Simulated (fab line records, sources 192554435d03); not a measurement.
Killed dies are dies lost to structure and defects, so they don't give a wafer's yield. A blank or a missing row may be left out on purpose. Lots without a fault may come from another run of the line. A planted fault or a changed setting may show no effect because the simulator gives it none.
Which tool did it? | flow n5_finfet | 11 lots, 33 wafers sampled, at 2 steps of a route of 1938

WHAT THE GAUGES READ, wafer by wafer
N5_BEOL_M8_CD_MEAS_11: target cd 38.5 nm. Usual: cd_nm 38.5 nm, standard deviation 0.59.
lot  | measured     | on        | cd_nm (nm)     | flag
L766 | day 10 04:47 | cd_sem-02 | 38.5 38.7 39.2 |
L767 | day 10 09:15 | cd_sem-01 | 38.7 38.5 38.6 |
L768 | day 10 12:25 | cd_sem-02 | 39.5 38.7 39.0 |
L775 | day 13 02:35 | cd_sem-01 | 37.1 37.2 38.0 |
L777 | day 13 02:59 | cd_sem-01 | 38.3 37.3 38.1 |
L779 | day 13 19:58 | cd_sem-01 | 38.2 37.8 37.9 |
L780 | day 13 23:12 | cd_sem-01 | 37.4 38.8 37.9 |
L786 | day 15 13:47 | cd_sem-01 | 38.4 39.0 38.5 |
L782 | day 15 19:47 | cd_sem-02 | 38.4 38.4 39.1 |
L787 | day 15 22:50 | cd_sem-03 | 38.5 37.7 38.6 |
L784 | day 15 23:08 | cd_sem-03 | 38.6 38.6 38.5 |

N5_BEOL_M8_INSPECT_13: inspects for defects (brightfield). Usual: raw_defect_count 441, standard deviation 100.
lot  | measured     | on                | raw_defect_count | flag
L766 | day 10 04:51 | defect_inspect-01 | 638 250 415      |
L767 | day 10 09:19 | defect_inspect-01 | 418 370 331      |
L768 | day 10 12:28 | defect_inspect-02 | 403 412 351      |
L775 | day 13 02:39 | defect_inspect-02 | 324 549 398      |
L777 | day 13 03:02 | defect_inspect-01 | 373 468 293      |
L779 | day 13 20:01 | defect_inspect-02 | 568 457 386      |
L780 | day 13 23:15 | defect_inspect-02 | 395 380 353      |
L786 | day 15 13:50 | defect_inspect-02 | 541 376 471      |
L782 | day 15 19:50 | defect_inspect-02 | 556 520 397      |
L787 | day 15 22:53 | defect_inspect-02 | 339 323 349      |
L784 | day 15 23:11 | defect_inspect-02 | 570 654 409      |

WHICH TOOL RAN EACH LOT (tool, then ch and the chambers of the sampled wafers, then the start)
The record holds no process step before these readings.

WHAT THE TOOLS THEMSELVES READ (means of the sampled wafers that have a number; where no wafer has one, the mark that the record gives instead)
The record holds no such reading with a usual standard deviation.

THE ANSWER, worked out from the rows above alone
Rule: a lot is off if the mean of its wafers that have a number lies more than 3 standard deviations from the usual mean. A lot without any number at a reading at which 4 lots or more have one is off too. The other lots that the step has rows for count as sound. The gauges are gone through in route order, then the tools' own readings, and for those a lot's mean is taken as printed above. The first step at which some lot is off is used, and at that step the reading that is off furthest; a lot without a number counts as furthest.
No lot is off at any reading shown: from this, nothing can be told.

WHAT THE SIMULATOR HAD PUT IN
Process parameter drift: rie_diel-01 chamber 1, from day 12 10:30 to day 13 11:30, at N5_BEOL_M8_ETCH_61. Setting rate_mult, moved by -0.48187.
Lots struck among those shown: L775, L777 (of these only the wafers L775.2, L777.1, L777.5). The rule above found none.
